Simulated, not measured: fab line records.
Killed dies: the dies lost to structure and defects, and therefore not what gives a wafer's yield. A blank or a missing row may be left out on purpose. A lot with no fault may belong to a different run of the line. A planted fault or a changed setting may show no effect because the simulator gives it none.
Chamber matching | flow nand_harc | NHARC_P_M1_CMP_23 on cmp-01: 4 sister chambers
The step polishes, t overpolish 20 s, target thk 157.82 nm. 8 wafers are shown with their chamber, then 7 later ones without.

== EACH WAFER AND ITS CHAMBER ==
wafer  | chamber | motor_current_A (A) | time_to_endpoint_s (s)
L077.2 | 1       | 11.3                | 34
L077.4 | 3       | 14.1                | 29
L085.1 | 1       | 11.3                | 35
L085.4 | 0       | 11.5                | 31
L087.5 | 2       | 11.0                | 37
L087.6 | 3       | 14.1                | 27
L090.1 | 2       | 10.5                | 35
L090.2 | 0       | 12.2                | 35

== WAFERS WITH NO CHAMBER GIVEN ==
wafer  | motor_current_A (A) | time_to_endpoint_s (s)
L090.6 | 11.3                | 38
L096.2 | 11.2                | 31
L096.3 | 13.4                | 28
L096.4 | 11.4                | 33
L097.2 | 11.6                | 31
L097.3 | 11.2                | 27
L097.6 | 14.1                | 24

== THE CHAMBER EACH PASSED THROUGH ==
wafer  | from the rows above          | in truth
L090.6 | can't be placed: 1 or 2 or 0 | 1
L096.2 | can't be placed: 1 or 0 or 2 | 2
L096.3 | 3                            | 3
L096.4 | can't be placed: 1 or 0 or 2 | 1
L097.2 | can't be placed: 0 or 1      | 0
L097.3 | can't be placed: 0 or 1 or 2 | 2
L097.6 | 3                            | 3
Placed correctly: 2 of 7. Not placeable from these rows: 5 (in 5, the candidates include the true chamber). 0 placed wrongly.
How it was worked out, from the rows above alone: a wafer's distance from a chamber is the root of the sum, over the readings, of the square of ((its reading less the chamber's mean) divided by the reading's scatter). If the next closest chamber is less than 2 further off than the closest, the wafer can't be placed; otherwise it belongs to the closest. The mean given for a chamber averages the wafers shown for that chamber. The scatter: take each reading less its chamber's mean, square it, sum over the shown wafers, divide by the number of wafers less the number of chambers, and take the root.
